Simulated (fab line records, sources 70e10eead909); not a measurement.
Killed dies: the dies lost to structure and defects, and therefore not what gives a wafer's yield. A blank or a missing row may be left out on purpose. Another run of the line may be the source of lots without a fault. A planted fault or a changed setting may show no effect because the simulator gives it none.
A lot that was struck, set against a sound lot | flow nand_harc | 40 out of 1159 route steps
Sound: the wafers L832.2, L832.3, L832.4. Wafers L837.3, L837.4, L837.6 were the ones struck. The cause is given at the end.
Each step with rows lists, per side, the tool, then ch with its chambers, then its first start. Under that, the readings that differ: sound wafers | struck wafers | difference of the means | sigmas: that difference in standard deviations of wafers without a fault.
alike: readings whose means differ by less than 2 such deviations, and words and numbers that are the same on both sides. not compared: withheld readings, readings that some wafer has no value for, bounds like >300 that may hide the same value, and numbers for which the record gives no deviation and whose values overlap.
A row with sigmas, a row that says differs or no value, or rows on one side alone: a step with any of these is where the two part. Numbers that have no deviation but don't overlap get no sigmas and don't part them. Lack of a reading on every wafer of one side parts them only where that side has two or more wafers.

first, 5 steps without rows for these wafers: NHARC_A_STAIRCASE_EBR_246; NHARC_A_STAIRCASE_EXPOSE_247 (exposes mask SDS 1); NHARC_A_STAIRCASE_PEB_248 (peb time 130 s); NHARC_A_STAIRCASE_DEVELOP_249 (time 140 s); NHARC_A_STAIRCASE_HARDBAKE_251 (time 140 s).
NHARC_A_STAIRCASE_DESCUM_252: chemistry O2, time 3 s.
  sound on rie_diel-10 ch 0,1,2, day 11 14:53; struck on rie_diel-13 ch 0,2,3, day 13 02:49
  alike: drypump_motor_current_A, oes_product_au, rf_vpp_V, showerhead_plenum_p_Torr, throttle_valve_pct
  not compared: rf_hours_counter_h
then, 5 steps without rows for these wafers: NHARC_A_STAIRCASE_ETCH_253 (etches the open film in C4F8/O2, target depth 50 nm, time 20.2 s); NHARC_A_STAIRCASE_STRIP_254 (strips in O2); NHARC_A_STAIRCASE_STRIP_255 (strips in SPM, time 900 s); NHARC_A_STAIRCASE_PRECLEAN_256 (cleans in SC1); NHARC_A_STAIRCASE_SRD_257.
NHARC_A_STAIRCASE_HM_DEP_456: deposits aC, target thk 1500 nm.
  sound on acl_dep-03 ch 0, day 11 17:28; struck on acl_dep-03 ch 0, day 13 07:49
  alike: throttle_valve_pct
then, 11 steps without rows for these wafers: NHARC_A_STAIRCASE_DEP_259 (deposits SiON, target thk 30 nm); NHARC_A_STAIRCASE_DEHYDRATE_281 (time 120 s); NHARC_A_STAIRCASE_HMDS_282 (time 30 s); NHARC_A_STAIRCASE_COAT_283; NHARC_A_STAIRCASE_SOFTBAKE_284 (time 170 s); NHARC_A_STAIRCASE_EBR_285; NHARC_A_STAIRCASE_EXPOSE_286 (exposes mask CHOP 100); NHARC_A_STAIRCASE_PEB_287 (peb time 130 s); NHARC_A_STAIRCASE_DEVELOP_288 (time 140 s); NHARC_A_STAIRCASE_HARDBAKE_290 (time 140 s); NHARC_A_STAIRCASE_DESCUM_291 (chemistry O2, time 3 s).
NHARC_A_STAIRCASE_ETCH_292: etches the open film in CF4/CHF3.
  sound on rie_diel-13 ch 0,1,2, day 11 20:28; struck on rie_diel-13 ch 1,2, day 13 10:26
  alike: drypump_motor_current_A, oes_product_au, rf_vpp_V, showerhead_plenum_p_Torr, throttle_valve_pct
  not compared: rf_hours_counter_h
NHARC_A_STAIRCASE_HM_OPEN_460: chemistry O2/COS.
  sound: rie_diel-13 ch 0,1,3; struck: rie_diel-13 ch 0,1,3
  alike: drypump_motor_current_A, oes_product_au, rf_vpp_V, showerhead_plenum_p_Torr, throttle_valve_pct
  not compared: rf_hours_counter_h
then, 7 steps without rows for these wafers: NHARC_A_STAIRCASE_STRIP_461 (strips in O2/COS); NHARC_A_STAIRCASE_ETCH_452 (etches the open film in CF4/O2, target depth 30 nm, overetch 3 nm, time 16.5 s); NHARC_A_STAIRCASE_ETCH_294 (etches the open film in C4F8/O2/Ar, target depth 4992 nm, time 1212.4 s); NHARC_A_STAIRCASE_STRIP_295 (strips in O2); NHARC_A_STAIRCASE_STRIP_296 (strips in SPM, time 900 s); NHARC_A_STAIRCASE_PRECLEAN_297 (cleans in SC1); NHARC_A_STAIRCASE_SRD_298.
NHARC_A_STAIRCASE_HM_DEP_462: deposits aC, target thk 800 nm.
  sound on acl_dep-02 ch 0, day 11 23:26; struck on acl_dep-02 ch 0, day 13 17:52
  alike: throttle_valve_pct
NHARC_A_STAIRCASE_DEP_301: deposits SiON, target thk 30 nm.
  sound on pecvd-01 ch 0,2, day 12 01:01; struck on pecvd-04 ch 1,2, day 13 19:11
  alike: heater_power_w
then, 5 steps without rows for these wafers: NHARC_A_STAIRCASE_DEHYDRATE_302 (time 120 s); NHARC_A_STAIRCASE_HMDS_303 (time 30 s); NHARC_A_STAIRCASE_COAT_304; NHARC_A_STAIRCASE_SOFTBAKE_305 (time 170 s); NHARC_A_STAIRCASE_EBR_306.
-- jump in the record: it breaks off in module A_STAIRCASE and resumes in module END (first step shown: number 1159 of the route), and 7 days separate the struck wafers' starts before and after --
NHARC_END_SORT_01:
  at this point the record logs the struck wafers (prober-01 ch 0, day 21 05:00) and has no rows for the sound ones

## WHERE THEY PART
At NHARC_END_SORT_01 and nowhere else, as far as this record goes.

WHY: the cause the simulator had injected
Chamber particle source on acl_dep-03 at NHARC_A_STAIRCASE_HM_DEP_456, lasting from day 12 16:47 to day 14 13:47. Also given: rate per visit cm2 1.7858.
